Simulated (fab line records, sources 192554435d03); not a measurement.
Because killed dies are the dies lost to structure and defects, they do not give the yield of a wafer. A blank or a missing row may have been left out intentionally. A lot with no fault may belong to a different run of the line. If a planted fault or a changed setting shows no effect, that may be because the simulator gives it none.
fab line records	flow n5_finfet
record lots=9	wafers=27	last_day=17
route steps=1938 shown SPACER0@258 SD_EPI_N@275 SD_EPI_P@311 BEOL_M4@1111 PASSIVATION@1936
lots with no fault: from the same line, run without faults
start_h: hours from the record's opening day to when the first of the lot's shown wafers began	wait_h: hours elapsed since this lot's preceding step	" the same as in the row above	L1.1+2: one row covering several wafers at once	- value missing, or start not given	* or withheld: withheld	< > ~ a bound
route shown NAME@n: names a module that has steps shown in the file, with the first one's number in the route	usual: mean/standard deviation taken from wafers without a fault	same: alike in all rows	chamber/n: place in a boat	sites: the reading at each site	_std_site: the values' standard deviation	_edge_site: outer sites' mean less inner sites'	radius_mm: for every site, how far away it sits from the centre of the wafer	mask NAME#n: copy n	behind: tool/chamber where the wafer was last shaped	hold: cause of the lot's hold/its duration in hours/its outcome	device: whichever transistor did not switch (one of n, p or np)	end of line: the tests these same wafers got at the end of their route	step lacking rows: just its recipe	killed: dies that structure and defects cost at the first sort, which is not the same as the wafer's yield	map: the dies of a wafer, with x for killed, . for not killed, _ for no die there
set.NAME: the setting that was run; set.NAME@STEP: the one run at that earlier step	model.NAME: the simulator's own value behind a step, which no gauge read
the route's steps for a sample of lots (tables are steps, rows are wafers)
services: when a tool's chamber went out of use (start_h, in hours from the record's first day, below 0 if earlier), for how many hours, and the reason
## steps
# step N5_SPACER0_ALD_07
# recipe material=SiNx	target_thk_a=20	temp_c=400	ald_precursor_family=SiH2I2	ald_co_reactant=N2/H2-plasma	pressure_torr=2
# usual heater_power_w=835/110
lot.wafer	tool	chamber	start_h	wait_h	heater_power_w
L313.2	ald_sin-01	3	100.58	2.4	936
L313.3	"	0	"	"	805
L313.5	"	3	"	"	930
L314.2	ald_sin-01	2	104.56	0.1	818
L314.3	"	0	"	"	819
L314.6	"	2	"	"	820
L315.1	ald_sin-04	0	114.01	0.0	643
L315.5	"	1	"	"	841
L315.6	"	0	"	"	617
L316.2	ald_sin-04	1	117.37	0.0	857
L316.3	"	3	"	"	709
L316.4	"	2	"	"	1012
L321.1	ald_sin-04	3	143.78	0.0	696
L321.5	"	3	"	"	715
L321.6	"	2	"	"	1023
L323.1	ald_sin-03	0	155.35	0.0	936
L323.2	"	1	"	"	961
L323.4	"	2	"	"	875
L324.3	ald_sin-04	1	162.32	0.5	857
L324.5	"	3	"	"	696
L324.6	"	2	"	"	1003
L326.1	ald_sin-01	0	175.08	0.0	813
L326.2	"	1	"	"	794
L326.4	"	3	"	"	955
L327.4	ald_sin-01	2	180.90	1.7	818
L327.5	"	1	"	"	810
L327.6	"	2	"	"	820
# step N5_SD_EPI_N_ETCH_35
# recipe chemistry=N2/H2	target=SOC	overetch_a=1080	mask_material=SiARC	temp_c=40	ion_energy_ev=100	source_w=3000	bias_w=133	pressure_mtorr=20	time_s=486	n2_flow_sccm=200	h2_flow_sccm=200
# usual drypump_motor_current_A=5.6/0.54	oes_product_au=0.70/0.068	rf_vpp_V=241.1/1.2	showerhead_plenum_p_Torr=2.57/0.076	throttle_valve_pct=23.79/0.28
lot.wafer	tool	chamber	start_h	wait_h	drypump_motor_current_A	oes_product_au	rf_hours_counter_h	rf_vpp_V	showerhead_plenum_p_Torr	throttle_valve_pct
L313.2	rie_diel-01	3	101.72	0.0	5.2	0.66	181	242.0	2.62	24.13
L313.3	"	1	"	"	5.9	0.61	238	239.9	2.50	24.04
L313.5	"	0	"	"	5.1	0.78	-	240.3	2.46	23.38
L314.2	rie_diel-01	0	105.76	0.0	5.1	0.79	34	240.2	2.46	23.37
L314.3	"	3	"	"	5.2	0.66	182	241.0	2.62	24.12
L314.6	"	1	"	"	5.9	0.61	-	240.3	2.50	24.03
L315.1	rie_diel-05	2	115.16	0.0	5.1	0.63	195	242.1	2.64	23.91
L315.5	"	3	"	"	5.7	0.80	-	242.5	2.69	23.39
L315.6	"	1	"	"	5.7	0.74	-	242.9	2.68	23.97
L316.2	rie_diel-06	2	118.43	0.0	6.6	0.64	210	242.2	2.61	23.57
L316.3	"	3	"	"	5.8	0.67	142	240.5	2.54	23.89
L316.4	"	2	"	"	6.6	0.64	-	242.2	2.61	23.56
L321.1	rie_diel-05	1	144.93	0.0	5.7	0.72	84	241.2	2.67	24.00
L321.5	"	1	"	"	5.7	0.72	-	241.3	2.67	24.00
L321.6	"	0	"	"	6.6	0.62	-	240.6	2.50	23.93
L323.1	rie_diel-06	2	156.37	0.0	6.6	0.63	222	241.1	2.60	23.58
L323.2	"	0	"	"	4.9	0.76	40	241.7	2.48	23.73
L323.4	"	3	"	"	5.8	0.66	155	240.3	2.54	23.88
L324.3	rie_diel-01	2	163.71	0.0	6.1	0.67	182	243.2	2.64	24.12
L324.5	"	3	"	"	5.2	0.65	-	241.6	2.61	24.15
L324.6	"	0	"	"	5.1	0.76	-	239.7	2.45	23.42
L326.1	rie_diel-01	0	176.23	0.0	5.2	0.75	60	239.3	2.45	23.41
L326.2	"	3	"	"	5.3	0.64	204	242.1	2.61	24.16
L326.4	"	2	"	"	6.1	0.67	187	243.1	2.64	24.12
L327.4	rie_diel-01	3	182.15	0.0	5.3	0.63	206	242.1	2.61	24.15
L327.5	"	0	"	"	5.1	0.75	-	240.4	2.45	23.41
L327.6	"	3	"	"	5.3	0.64	-	241.6	2.61	24.15
# step N5_SD_EPI_P_ETCH_47
# recipe chemistry=CH3F/O2	target=SiOCN	target_depth_a=250	mask_material=SOC	ion_energy_ev=60	bias_w=29	pressure_mtorr=30	source_w=410	Ar_flow_sccm=150	CH3F_flow_sccm=30	O2_flow_sccm=20
# usual drypump_motor_current_A=5.9/0.47	oes_product_au=0.74/0.031	rf_vpp_V=127.6/1.5	showerhead_plenum_p_Torr=1.99/0.071	throttle_valve_pct=16.36/0.17
lot.wafer	tool	chamber	start_h	wait_h	drypump_motor_current_A	oes_product_au	rf_hours_counter_h	rf_vpp_V	showerhead_plenum_p_Torr	throttle_valve_pct
L313.2	rie_diel-02	2	106.75	0.1	6.1	0.75	141	125.1	1.99	16.14
L313.3	"	3	"	"	6.6	0.67	232	128.4	2.06	16.57
L313.5	"	1	"	"	6.2	0.77	-	127.2	1.93	16.22
L314.2	rie_diel-03	1	110.98	0.1	6.5	0.74	161	126.4	1.99	16.35
L314.3	"	0	"	"	5.9	0.70	216	126.1	1.90	16.50
L314.6	"	3	"	"	5.3	0.75	-	128.2	1.92	16.50
L315.1	rie_diel-04	2	120.29	0.1	5.4	0.78	132	125.8	2.00	16.29
L315.5	"	1	"	"	6.0	0.75	-	127.9	2.09	16.35
L315.6	"	0	"	"	6.3	0.74	-	129.3	1.91	16.66
L316.2	rie_diel-04	2	123.29	0.1	5.4	0.77	133	125.3	2.00	16.29
L316.3	"	3	"	"	6.0	0.74	159	129.6	2.09	16.34
L316.4	"	1	"	"	6.0	0.73	-	126.0	2.09	16.36
L321.1	rie_diel-04	0	150.79	0.1	6.3	0.73	204	129.4	1.91	16.69
L321.5	"	2	"	"	5.4	0.76	-	127.0	2.00	16.32
L321.6	"	3	"	"	6.0	0.72	-	129.1	2.09	16.34
L323.1	rie_diel-04	0	161.42	0.1	6.3	0.73	207	130.2	1.90	16.67
L323.2	"	2	"	"	5.4	0.76	146	125.2	2.00	16.32
L323.4	"	3	"	"	5.9	0.71	172	129.4	2.09	16.36
L324.3	rie_diel-04	3	168.56	0.1	5.9	0.72	174	130.1	2.09	16.38
L324.5	"	3	"	"	6.0	0.72	-	127.8	2.09	16.36
L324.6	"	2	"	"	5.4	0.75	-	126.4	2.00	16.33
L326.1	rie_diel-02	2	181.17	0.1	6.1	0.72	161	125.9	1.99	16.19
L326.2	"	0	"	"	5.1	0.80	100	130.1	2.10	16.21
L326.4	"	2	"	"	6.2	0.73	-	127.9	1.99	16.18
L327.4	rie_diel-02	0	187.41	0.1	5.1	0.81	-	128.3	2.10	16.23
L327.5	"	1	"	"	6.2	0.75	-	128.1	1.92	16.26
L327.6	"	2	"	"	6.1	0.73	-	126.3	1.98	16.18
# step N5_SD_EPI_P_SD_RECESS_17
# recipe chemistry=HBr/Cl2/O2	target_depth_a=391	bt_time_s=3	pressure_mtorr=10	icp_w=800	bias_w=112	HBr_flow_sccm=150	Cl2_flow_sccm=80	O2_flow_sccm=12
# usual HBr_flow_sccm=150.0/0.43	O2_flow_sccm=12.00/0.036	bt_time_s=3/0	drypump_motor_current_A=5.8/0.51	mfc_cl2_sccm=80.04/0.24	oes_product_au=0.995/0.0099	throttle_valve_pct=37.0/0.34
lot.wafer	tool	chamber	start_h	wait_h	HBr_flow_sccm	O2_flow_sccm	bt_time_s	drypump_motor_current_A	mfc_cl2_sccm	oes_product_au	rf_hours_counter_h	throttle_valve_pct
L313.2	rie_si-01	1	106.92	0.0	-	-	-	-	-	-	-	-
L313.3	"	2	"	"	-	-	-	-	-	-	-	-
L313.5	"	2	"	"	-	-	-	-	-	-	-	-
L314.2	rie_si-06	1	111.15	0.0	-	-	-	-	-	-	-	-
L314.3	"	2	"	"	-	-	-	-	-	-	-	-
L314.6	"	2	"	"	-	-	-	-	-	-	-	-
L315.1	rie_si-01	1	120.46	0.0	-	-	-	-	-	-	-	-
L315.5	"	3	"	"	-	-	-	-	-	-	-	-
L315.6	"	2	"	"	-	-	-	-	-	-	-	-
L316.2	rie_si-01	1	123.46	0.0	149.5	12.03	3	5.5	79.63	1.006	0	36.1
L316.3	"	3	"	"	150.0	11.98	3	5.7	80.09	0.980	29	37.2
L316.4	"	1	"	"	149.8	11.98	3	5.5	79.36	0.998	-	36.1
L321.1	rie_si-06	0	150.96	0.0	150.6	12.02	3	6.3	80.06	1.012	85	37.1
L321.5	"	3	"	"	149.7	12.00	3	4.9	80.07	0.984	-	37.2
L321.6	"	0	"	"	149.9	12.03	3	6.3	79.88	0.994	-	37.1
L323.1	rie_si-06	2	161.59	0.0	149.9	11.94	3	6.2	80.14	0.993	12	36.9
L323.2	"	3	"	"	149.3	11.97	3	4.9	79.74	0.991	164	37.2
L323.4	"	0	"	"	149.6	11.96	3	6.3	80.00	1.004	85	37.1
L324.3	rie_si-06	2	168.73	0.0	150.0	12.03	3	6.2	80.11	0.997	12	37.0
L324.5	"	3	"	"	149.7	12.04	3	4.9	80.16	0.993	-	37.2
L324.6	"	0	"	"	149.8	11.98	3	6.2	80.24	1.009	-	37.1
L326.1	rie_si-01	3	181.34	0.0	149.7	11.97	3	5.7	80.52	0.986	30	37.2
L326.2	"	1	"	"	150.3	12.07	3	5.5	79.92	0.986	1	36.1
L326.4	"	0	"	"	149.4	11.94	3	5.7	80.02	1.004	139	36.8
L327.4	rie_si-06	0	187.57	0.1	149.1	11.97	3	6.2	80.01	1.006	-	37.1
L327.5	"	2	"	"	149.9	12.07	3	6.2	79.84	0.990	-	36.9
L327.6	"	1	"	"	149.7	11.98	3	6.7	80.39	0.996	-	37.2
# step N5_BEOL_M4_RC_MEAS_101
# usual CJ_P=5.84/0.18	DIBL_N=35.8/1.6	DIBL_P=36.0/2.1	IOFF_N=0.153/0.026	IOFF_P=0.21/0.037	IOFF_P_85C=3.6/0.55	IOFF_P_LIN=0.100/0.014	ION_N=673/11	ION_P=462/7.6	REXT_P=101.2/2.7	SS_N=71.4/0.53	SS_P=73.2/0.67	VT_N=250/3.2	VT_P=-250/3.7	VT_P_LVT=-99/3.2
lot.wafer	tool	chamber	start_h	wait_h	CJ_P	DIBL_N[mV/V]	DIBL_P[mV/V]	IOFF_N[nA/um]	IOFF_P[nA/um]	IOFF_P_85C[nA/um]	IOFF_P_LIN[nA/um]	ION_N[uA/um]	ION_P[uA/um]	REXT_P[ohm.um]	SS_N[mV/dec]	SS_P[mV/dec]	VT_N[mV]	VT_P[mV]	VT_P_LVT[mV]
L313.2	prober-02	0	211.20	0.2	2.06	33.3	26.3	0.107	0.02	0.5	0.014	663	180	150.0	71.0	71.5	257	-307	-155
L313.3	"	0	"	"	2.05	36.3	28.7	0.143	0.03	0.6	0.016	666	180	153.0	71.6	72.0	254	-302	-153
L313.5	"	0	"	"	2.09	35.0	26.9	0.119	0.02	0.6	0.014	652	179	151.1	71.0	72.4	255	-304	-154
L314.2	prober-01	0	224.95	0.2	2.12	35.2	28.8	0.136	0.03	0.6	0.016	671	183	154.1	71.4	72.3	250	-303	-149
L314.3	"	0	"	"	2.07	35.3	29.3	0.153	0.03	0.7	0.017	688	185	152.2	70.8	71.7	249	-300	-148
L314.6	"	0	"	"	2.12	36.4	31.1	0.168	0.03	0.7	0.018	688	186	152.0	71.9	71.6	246	-299	-146
L315.1	prober-01	0	240.45	0.0	1.94	36.1	31.2	0.179	0.04	0.8	0.021	676	186	147.1	71.6	72.7	250	-294	-145
L315.5	"	0	"	"	1.96	35.8	30.2	0.177	0.03	0.8	0.020	675	187	149.7	71.6	72.6	247	-296	-145
L315.6	"	0	"	"	2.08	35.7	29.8	0.165	0.03	0.8	0.019	670	187	148.3	71.9	71.7	248	-299	-146
L316.2	prober-01	0	245.42	0.2	6.17	35.2	36.0	0.160	0.18	3.2	0.089	670	455	97.7	71.9	73.3	251	-252	-99
L316.3	"	0	"	"	5.69	37.1	39.2	0.186	0.24	4.1	0.106	670	452	98.9	71.4	74.0	246	-250	-96
L316.4	"	0	"	"	5.70	36.0	37.5	0.160	0.22	3.7	0.100	675	460	96.7	71.9	73.7	249	-251	-98
L321.1	prober-02	0	269.28	0.0	6.09	35.6	34.1	0.139	0.19	3.4	0.092	669	461	102.2	71.6	73.0	252	-252	-103
L321.5	"	0	"	"	5.80	37.7	36.3	0.164	0.22	3.8	0.100	667	461	101.2	71.1	73.8	252	-251	-102
L321.6	"	0	"	"	5.38	36.3	34.5	0.134	0.19	3.3	0.090	669	459	101.8	71.4	73.2	251	-249	-103
L323.1	prober-02	0	274.61	0.0	5.86	35.1	34.1	0.127	0.16	2.9	0.077	657	454	99.5	71.6	72.5	253	-257	-103
L323.2	"	0	"	"	5.74	35.8	34.5	0.131	0.16	3.0	0.081	661	452	98.6	71.3	72.6	254	-257	-103
L323.4	"	0	"	"	5.85	32.7	30.9	0.093	0.12	2.4	0.065	662	448	98.6	70.3	71.9	259	-255	-106
L324.3	prober-01	0	289.61	0.3	5.89	36.5	36.6	0.159	0.20	3.5	0.097	669	459	103.0	71.4	73.7	253	-251	-102
L324.5	"	0	"	"	5.75	37.5	37.0	0.174	0.21	3.7	0.101	680	464	103.1	72.2	73.4	250	-249	-103
L324.6	"	0	"	"	5.73	34.7	35.0	0.136	0.18	3.2	0.089	661	460	104.2	70.6	72.9	253	-254	-104
L326.1	prober-02	0	302.40	0.0	5.94	37.5	38.2	0.156	0.21	3.6	0.097	668	458	100.6	71.6	73.6	251	-251	-100
L326.2	"	0	"	"	5.83	38.3	39.0	0.157	0.24	4.1	0.109	672	469	100.5	71.8	74.3	252	-250	-98
L326.4	"	0	"	"	5.74	38.3	38.8	0.167	0.22	3.9	0.102	674	458	102.0	71.5	73.8	248	-249	-101
L327.4	prober-01	0	302.60	0.5	5.75	33.2	32.0	0.110	0.15	2.7	0.079	664	457	101.0	70.9	71.6	256	-254	-104
L327.5	"	0	"	"	5.67	34.2	32.8	0.118	0.15	2.8	0.079	667	458	101.5	71.0	72.4	253	-256	-103
L327.6	"	0	"	"	5.80	37.3	37.4	0.188	0.24	4.0	0.109	685	467	99.8	71.0	73.3	246	-250	-98
# step N5_PASSIVATION_PROBE_49
# usual defect_limited_yield=91.3/1.5	killed_at_M0_to_M3=33/12	killed_at_M4_up=13/5.2	killed_at_contacts=13/6.7	killed_at_front_end=40/11	killed_at_other=4.1/2.7	killed_dies=103/17	killed_open=69/13	killed_short=33/8.4	sort_bin_5_function=5.1/1	sort_bin_6_memory=3.2/0.62	sort_bin_8_speed=0.00/0.014	sort_n_pass=1077/17	sort_yield_pct=91.3/1.5
# same gross_dies=1180	killed_at_back_side=0	sort_bin_4_leakage[%]=0
lot.wafer	tool	chamber	start_h	wait_h	defect_limited_yield[%]	killed_at_M0_to_M3	killed_at_M4_up	killed_at_contacts	killed_at_front_end	killed_at_other	killed_dies	killed_open	killed_short	sort_bin_5_function[%]	sort_bin_6_memory[%]	sort_bin_8_speed[%]	sort_n_pass	sort_yield_pct[%]
L313.2	prober-02	-	319.40	0.1	90.8	23	14	12	57	3	109	74	35	5.6	3.1	90.76	0	0
L313.3	prober-02	-	319.45	0.1	89.6	46	17	13	46	1	123	83	37	7.1	3.2	89.58	0	0
L313.5	prober-02	-	319.55	0.2	92.7	15	6	11	52	2	86	56	30	4.9	2.1	92.71	0	0
L314.2	prober-01	-	325.53	0.1	92.1	18	11	14	42	8	93	55	38	4.8	2.7	92.12	0	0
L314.3	prober-01	-	325.58	0.1	92.6	25	12	8	34	8	87	52	33	3.8	3.5	92.63	0	0
L314.6	prober-01	-	325.73	0.3	93.4	21	7	18	28	4	78	37	40	3.4	3.0	93.39	0	0
L316.2	prober-01	-	358.59	0.8	91.9	22	12	18	42	1	95	63	32	5.0	2.6	0	1085	91.9
L316.3	prober-01	-	358.64	0.8	88.1	29	6	21	82	2	140	97	41	7.8	3.7	0	1040	88.1
L316.4	prober-01	-	358.69	0.9	92.0	20	8	23	39	4	94	66	27	4.4	3.2	0	1086	92.0
L315.1	prober-01	-	364.47	0.0	89.5	37	16	11	54	6	124	83	40	5.9	4.3	89.49	0	0
L315.5	prober-01	-	364.67	0.2	89.3	41	14	25	43	3	126	92	32	7.0	3.5	89.32	0	0
L315.6	prober-01	-	364.72	0.3	90.6	22	19	11	59	0	111	83	28	5.3	3.8	90.59	0	0
L321.1	prober-02	-	382.38	0.0	90.2	42	12	15	46	1	116	85	31	5.8	3.9	0	1064	90.2
L321.5	prober-02	-	382.58	0.2	86.7	86	9	9	49	4	157	100	56	8.1	4.3	0	1023	86.7
L321.6	prober-02	-	382.63	0.3	87.9	58	17	21	46	1	143	98	45	7.7	4.2	0	1037	87.9
L324.3	prober-01	-	395.10	0.1	93.6	16	6	12	40	1	75	54	18	3.8	2.5	0	1105	93.6
L324.5	prober-01	-	395.20	0.2	93.0	23	10	17	21	12	83	56	27	4.3	2.5	0	1097	93.0
L324.6	prober-01	-	395.25	0.3	90.9	18	19	20	44	6	107	69	35	5.2	3.6	0	1073	90.9
L326.1	prober-02	-	396.43	0.0	91.9	24	12	4	50	6	96	47	45	4.8	3.1	0	1084	91.9
L326.2	prober-02	-	396.48	0.1	92.7	37	9	5	30	5	86	52	32	4.2	3.0	0	1094	92.7
L326.4	prober-02	-	396.58	0.2	89.1	60	12	7	48	2	129	68	58	6.8	3.7	0	1051	89.1
L327.4	prober-02	-	402.94	0.2	92.5	35	18	6	26	4	89	66	23	4.0	3.4	0	1091	92.5
L327.5	prober-02	-	402.99	0.2	91.2	43	5	23	30	3	104	77	27	5.2	3.1	0	1076	91.2
L327.6	prober-02	-	403.04	0.3	93.3	22	10	14	28	5	79	57	21	4.2	2.3	0	1101	93.3
# killed by level:class
L313.2 FIN_SAQP:geometric_particle:open=23 FIN_SAQP:geometric_particle:short=12 MOL_CONTACT_COAG:geometric_particle:open=9 STI_FIN_REVEAL:geometric_particle:open=7 GATE_CUT:geometric_particle:short=5 BEOL_M0_SAQP:geometric_particle:open=5 BEOL_M0_SAQP:geometric_particle:short=5 DUMMY_GATE:geometric_particle:open=3
L313.3 FIN_SAQP:geometric_particle:short=16 BEOL_M0_SAQP:geometric_particle:open=12 BEOL_M3:geometric_particle:open=12 FIN_SAQP:geometric_particle:open=10 MOL_CONTACT_COAG:geometric_particle:open=9 STI_FIN_REVEAL:geometric_particle:open=8 BEOL_M2:geometric_particle:open=7 BEOL_M7:geometric_particle:open=5
L313.5 FIN_SAQP:geometric_particle:open=17 MOL_CONTACT_COAG:geometric_particle:open=11 STI_FIN_REVEAL:geometric_particle:open=8 GATE_CUT:geometric_particle:short=8 FIN_SAQP:geometric_particle:short=6 GATE_CUT:geometric_particle:open=3 BEOL_M0_SAQP:geometric_particle:short=3 BEOL_M1:geometric_particle:open=3
L314.2 FIN_SAQP:geometric_particle:open=14 MOL_CONTACT_COAG:geometric_particle:open=9 BEOL_M0_SAQP:geometric_particle:open=8 BEOL_M0_SAQP:geometric_particle:short=6 MOL_CONTACT_COAG:geometric_particle:short=5 FIN_SAQP:geometric_particle:short=4 STI_FIN_REVEAL:geometric_particle:open=4 GATE_CUT:geometric_particle:short=4
L314.3 STI_FIN_REVEAL:geometric_particle:open=9 MOL_CONTACT_COAG:geometric_particle:short=6 BEOL_M0_SAQP:geometric_particle:short=6 DUMMY_GATE:geometric_particle:open=5 BEOL_M0_SAQP:geometric_particle:open=5 BEOL_M2:geometric_particle:open=5 GATE_CUT:geometric_particle:open=4 GATE_CUT:geometric_particle:short=4
L314.6 MOL_CONTACT_COAG:geometric_particle:short=12 STI_FIN_REVEAL:geometric_particle:open=7 MOL_CONTACT_COAG:geometric_particle:open=6 STARTING-WAFER:geometric_particle:short=6 BEOL_M0_SAQP:geometric_particle:short=5 BEOL_M2:geometric_particle:open=5 GATE_CUT:geometric_particle:short=4 BEOL_M0_SAQP:geometric_particle:open=4
L316.2 MOL_CONTACT_COAG:geometric_particle:open=14 FIN_SAQP:geometric_particle:short=10 FIN_SAQP:geometric_particle:open=8 BEOL_M1:geometric_particle:open=7 BEOL_M2:geometric_particle:open=7 GATE_CUT:geometric_particle:short=6 BEOL_M4:geometric_particle:open=6 MOL_CONTACT_COAG:geometric_particle:short=4
L316.3 STI_FIN_REVEAL:geometric_particle:open=31 MOL_CONTACT_COAG:geometric_particle:open=14 BEOL_M3:geometric_particle:open=11 FIN_SAQP:geometric_particle:short=7 MOL_CONTACT_COAG:geometric_particle:short=7 DUMMY_GATE:geometric_particle:open=6 GATE_CUT:geometric_particle:short=6 FIN_SAQP:geometric_particle:open=5
L316.4 MOL_CONTACT_COAG:geometric_particle:open=20 GATE_CUT:geometric_particle:short=13 STI_FIN_REVEAL:geometric_particle:open=9 BEOL_M2:geometric_particle:open=8 BEOL_M1:geometric_particle:open=5 FIN_SAQP:geometric_particle:open=4 MOL_CONTACT_COAG:geometric_particle:short=3 BEOL_M3:geometric_particle:open=3
L315.1 STI_FIN_REVEAL:geometric_particle:open=18 FIN_SAQP:geometric_particle:open=12 BEOL_M0_SAQP:geometric_particle:short=8 BEOL_M2:geometric_particle:open=7 MOL_CONTACT_COAG:geometric_particle:open=6 BEOL_M3:geometric_particle:open=6 DUMMY_GATE:geometric_particle:open=5 MOL_CONTACT_COAG:geometric_particle:short=5
L315.5 MOL_CONTACT_COAG:geometric_particle:open=24 STI_FIN_REVEAL:geometric_particle:open=18 BEOL_M0_SAQP:geometric_particle:open=11 FIN_SAQP:geometric_particle:open=7 BEOL_M1:geometric_particle:open=5 BEOL_M0:geometric_particle:open=5 FIN_SAQP:geometric_particle:short=4 STI_FIN_REVEAL:geometric_particle:short=4
L315.6 FIN_SAQP:geometric_particle:open=12 STI_FIN_REVEAL:geometric_particle:open=12 FIN_SAQP:geometric_particle:short=10 MOL_CONTACT_COAG:geometric_particle:open=10 BEOL_M1:geometric_particle:open=10 GATE_CUT:geometric_particle:short=7 BEOL_M2:geometric_particle:open=6 BEOL_M5:geometric_particle:open=5
L321.1 BEOL_M0_SAQP:geometric_particle:open=15 FIN_SAQP:geometric_particle:open=12 BEOL_M0_SAQP:geometric_particle:short=11 MOL_CONTACT_COAG:geometric_particle:open=11 STI_FIN_REVEAL:geometric_particle:open=10 BEOL_M2:geometric_particle:open=6 BEOL_M1:geometric_particle:open=4 GATE_CUT:geometric_particle:open=4
L321.5 BEOL_M0_SAQP:geometric_particle:open=32 BEOL_M0_SAQP:geometric_particle:short=22 BEOL_M3:geometric_particle:open=11 BEOL_M2:geometric_particle:open=9 GATE_CUT:geometric_particle:short=8 FIN_SAQP:geometric_particle:open=7 STI_FIN_REVEAL:geometric_particle:open=7 DUMMY_GATE:geometric_particle:open=7
L321.6 BEOL_M1:geometric_particle:open=18 MOL_CONTACT_COAG:geometric_particle:open=18 BEOL_M0_SAQP:geometric_particle:short=14 STI_FIN_REVEAL:geometric_particle:open=13 BEOL_M0_SAQP:geometric_particle:open=12 FIN_SAQP:geometric_particle:short=9 GATE_CUT:geometric_particle:short=5 DUMMY_GATE:geometric_particle:open=4
L324.3 FIN_SAQP:geometric_particle:open=10 MOL_CONTACT_COAG:geometric_particle:open=10 GATE_CUT:geometric_particle:open=9 FIN_SAQP:geometric_particle:short=5 BEOL_M0_SAQP:geometric_particle:open=5 BEOL_M2:geometric_particle:open=4 STI_FIN_REVEAL:geometric_particle:open=3 DUMMY_GATE:geometric_particle:open=3
L324.5 MOL_CONTACT_COAG:geometric_particle:open=14 BEOL_M0_SAQP:geometric_particle:open=9 BEOL_M0_SAQP:geometric_particle:short=6 PASS1_CAP:geometric_particle:open=5 PASS1_CAP:geometric_particle:short=5 DUMMY_GATE:geometric_particle:open=4 ILD0:geometric_particle:open=4 BEOL_M4:geometric_particle:open=4
L324.6 MOL_CONTACT_COAG:geometric_particle:open=16 FIN_SAQP:geometric_particle:open=10 GATE_CUT:geometric_particle:short=7 BEOL_M2:geometric_particle:open=6 FIN_SAQP:geometric_particle:short=4 GATE_CUT:geometric_particle:open=4 BEOL_M4:geometric_particle:open=4 BEOL_M5:geometric_particle:open=4
L326.1 FIN_SAQP:geometric_particle:short=16 BEOL_M0_SAQP:geometric_particle:short=7 STI_FIN_REVEAL:geometric_particle:open=6 DUMMY_GATE:geometric_particle:open=6 BEOL_M1:geometric_particle:open=5 MOL_CONTACT_COAG:geometric_particle:open=4 BEOL_M0_SAQP:geometric_particle:open=4 BEOL_M2:geometric_particle:open=4
L326.2 BEOL_M0_SAQP:geometric_particle:open=11 FIN_SAQP:geometric_particle:short=9 BEOL_M0_SAQP:geometric_particle:short=9 BEOL_M1:geometric_particle:open=9 MOL_CONTACT_COAG:geometric_particle:open=5 FIN_SAQP:geometric_particle:open=3 SPACER0:geometric_particle:open=3 BEOL_M1:geometric_particle:short=3
L326.4 FIN_SAQP:geometric_particle:short=19 BEOL_M0_SAQP:geometric_particle:short=18 BEOL_M1:geometric_particle:open=12 FIN_SAQP:geometric_particle:open=10 BEOL_M0_SAQP:geometric_particle:open=9 BEOL_M4:geometric_particle:open=7 BEOL_M2:geometric_particle:open=5 STI_FIN_REVEAL:geometric_particle:open=4
L327.4 BEOL_M1:geometric_particle:open=17 BEOL_M0_SAQP:geometric_particle:open=6 BEOL_M2:geometric_particle:open=6 BEOL_M5:geometric_particle:open=6 STI_FIN_REVEAL:geometric_particle:open=5 MOL_CONTACT_COAG:geometric_particle:open=5 FIN_SAQP:geometric_particle:short=4 GATE_CUT:geometric_particle:open=4
L327.5 MOL_CONTACT_COAG:geometric_particle:open=20 BEOL_M0_SAQP:geometric_particle:open=12 BEOL_M1:geometric_particle:open=11 FIN_SAQP:geometric_particle:open=6 DUMMY_GATE:geometric_particle:open=5 BEOL_M0_SAQP:geometric_particle:short=5 BEOL_M1:geometric_particle:short=5 BEOL_M2:geometric_particle:open=5
L327.6 MOL_CONTACT_COAG:geometric_particle:open=13 STI_FIN_REVEAL:geometric_particle:open=9 BEOL_M2:geometric_particle:open=7 DUMMY_GATE:geometric_particle:open=6 BEOL_M1:geometric_particle:open=4 BEOL_M3:geometric_particle:open=4 BEOL_M0_SAQP:geometric_particle:short=3 FIN_SAQP:geometric_particle:short=3
## services
tool	chamber	start_h	hours	kind
rie_si-01	1	80.60	-	clean
rie_si-01	1	80.60	-	consumable_replace:esc
rie_si-01	1	80.60	22.7	scheduled_down
rie_si-01	1	80.60	22.7	vent_cycle
rie_diel-05	2	80.74	5.5	repair
ald_sin-03	-	87.08	14.0	pm
rie_diel-02	-	104.66	0.8	repair
rie_si-01	-	108.68	2.8	pm
rie_diel-05	0	110.92	6.6	repair
rie_diel-06	1	116.06	7.0	repair
rie_si-06	-	117.12	2.8	pm
rie_diel-04	-	117.44	2.2	repair
rie_si-01	0	119.04	8.5	repair
rie_diel-03	2	119.39	6.6	repair
rie_diel-02	-	126.83	2.8	pm
rie_diel-01	1	140.38	-	clean
rie_diel-01	1	140.38	-	consumable_replace:focus_ring
rie_diel-01	1	140.38	15.4	scheduled_down
rie_diel-01	1	140.38	15.4	vent_cycle
rie_si-06	-	152.44	0.1	repair
rie_si-06	3	174.94	22.7	repair
ald_sin-04	-	176.81	14.0	pm
ald_sin-04	0	176.81	14.0	vent_cycle
ald_sin-04	1	176.81	14.0	vent_cycle
## key
first_sign step=N5_SD_EPI_P_SD_RECESS_17	reading=tool_record	direction=missing
effect step=N5_BEOL_M4_RC_MEAS_101	reading=ION_P	direction=down	sigmas=36	usual=462	struck=184
effect step=N5_BEOL_M4_RC_MEAS_101	reading=CJ_P	direction=down	sigmas=21	usual=5.84	struck=2.06
effect step=N5_BEOL_M4_RC_MEAS_101	reading=REXT_P	direction=up	sigmas=19	usual=101.2	struck=150.8
effect step=N5_BEOL_M4_RC_MEAS_101	reading=VT_P_LVT	direction=down	sigmas=16	usual=-99	struck=-149
effect step=N5_BEOL_M4_RC_MEAS_101	reading=VT_P	direction=down	sigmas=14	usual=-250	struck=-301
effect step=N5_BEOL_M4_RC_MEAS_101	reading=IOFF_P_LIN	direction=down	sigmas=5.7	usual=0.100	struck=0.017
effect step=N5_BEOL_M4_RC_MEAS_101	reading=IOFF_P_85C	direction=down	sigmas=5.4	usual=3.6	struck=0.7
effect step=N5_BEOL_M4_RC_MEAS_101	reading=IOFF_P	direction=down	sigmas=4.8	usual=0.21	struck=0.03
effect step=N5_BEOL_M4_RC_MEAS_101	reading=DIBL_P	direction=down	sigmas=3.2	usual=36.0	struck=29.1
effect step=N5_BEOL_M4_RC_MEAS_101	reading=SS_P	direction=down	sigmas=1.7	usual=73.2	struck=72.0	wafers_moved=1
effect step=N5_PASSIVATION_PROBE_49	reading=sort_bin_8_speed	direction=up	sigmas=99+	usual=0.00	struck=91.18
met_at N5_SD_EPI_P_SD_RECESS_17
struck_lots L313,L314,L315
not_acting_at N5_SPACER0_ALD_07,N5_SD_EPI_N_ETCH_35,N5_SD_EPI_P_ETCH_47
fault kind=skipped_step_whole	tool=rie_si-01,rie_si-06	chamber=-	onset_h=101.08	steps=N5_SD_EPI_P_SD_RECESS_17	scope=struck_lots_only
